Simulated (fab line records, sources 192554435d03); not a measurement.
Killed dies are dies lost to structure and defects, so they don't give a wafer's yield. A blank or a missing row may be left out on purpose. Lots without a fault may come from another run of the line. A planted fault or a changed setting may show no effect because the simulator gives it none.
Chamber matching | flow n5_finfet | N5_BEOL_M3_DESCUM_16 on rie_diel-02: 4 sister chambers
The step chemistry O2, time 7 s. 4 wafers are shown with their chamber, then 8 later ones without.

WAFERS WITH THEIR CHAMBER
wafer  | chamber | showerhead_plenum_p_Torr (Torr)
L085.1 | 0       | 2.02
L088.1 | 2       | 2.09
L088.2 | 1       | 2.20
L086.2 | 3       | 1.95

WAFERS WITHOUT THEIR CHAMBER
wafer  | showerhead_plenum_p_Torr (Torr)
L086.4 | 2.02
L086.6 | 2.02
L096.2 | 2.01
L096.3 | 1.95
L096.4 | 2.08
L097.1 | 2.19
L097.4 | 2.19
L097.6 | 2.01

WHICH CHAMBER EACH WENT THROUGH
wafer  | from the rows above | in truth
L086.4 | 0                   | 0
L086.6 | 0                   | 0
L096.2 | 0                   | 0
L096.3 | 3                   | 3
L096.4 | 2                   | 2
L097.1 | 1                   | 1
L097.4 | 1                   | 1
L097.6 | 0                   | 0
Placed correctly: 8 of 8. Can't be placed from these rows: 0. Placed wrongly: 0.
How it was worked out, from the rows above alone: a wafer's distance from a chamber is the root of the sum, over the readings, of the square of ((its reading less the chamber's mean) divided by the reading's scatter). The wafer belongs to the nearest chamber; if the next one is less than 2 further off, it can't be placed. A chamber's mean is the mean of its shown wafers. The scatter: with one shown wafer a chamber, the root of the mean of the squares of how far each hidden wafer lies from its nearest shown one.
